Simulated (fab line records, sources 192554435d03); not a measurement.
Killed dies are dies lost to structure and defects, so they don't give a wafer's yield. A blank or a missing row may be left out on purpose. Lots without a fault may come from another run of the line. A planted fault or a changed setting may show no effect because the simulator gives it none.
Chamber matching | flow n5_finfet | N5_BEOL_M6_DESCUM_16 on rie_diel-02: 4 sister chambers
The step chemistry O2, time 7.9 s. 4 wafers are shown with their chamber, then 10 later ones without.

WAFERS WITH THEIR CHAMBER
wafer  | chamber | showerhead_plenum_p_Torr (Torr)
L085.2 | 0       | 1.98
L095.5 | 3       | 1.99
L095.6 | 2       | 2.17
L097.4 | 1       | 2.15

WAFERS WITHOUT THEIR CHAMBER
wafer  | showerhead_plenum_p_Torr (Torr)
L097.5 | 2.17
L091.1 | 2.24
L091.2 | 1.99
L091.3 | 2.15
L094.1 | 2.16
L094.5 | 1.98
L094.6 | 2.24
L089.1 | 2.15
L089.2 | 2.24
L089.3 | 1.98

WHICH CHAMBER EACH WENT THROUGH
wafer  | from the rows above     | in truth
L097.5 | can't be placed: 2 or 1 | 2
L091.1 | can't be placed: 2 or 1 | 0
L091.2 | can't be placed: 3 or 0 | 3
L091.3 | can't be placed: 1 or 2 | 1
L094.1 | can't be placed: 2 or 1 | 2
L094.5 | can't be placed: 0 or 3 | 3
L094.6 | can't be placed: 2 or 1 | 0
L089.1 | can't be placed: 1 or 2 | 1
L089.2 | can't be placed: 2 or 1 | 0
L089.3 | can't be placed: 0 or 3 | 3
Placed correctly: 0 of 10. Can't be placed from these rows: 10 (the true chamber is among the candidates in 7). Placed wrongly: 0.
How it was worked out, from the rows above alone: a wafer's distance from a chamber is the root of the sum, over the readings, of the square of ((its reading less the chamber's mean) divided by the reading's scatter). The wafer belongs to the nearest chamber; if the next one is less than 2 further off, it can't be placed. A chamber's mean is the mean of its shown wafers. The scatter: with one shown wafer a chamber, the root of the mean of the squares of how far each hidden wafer lies from its nearest shown one.
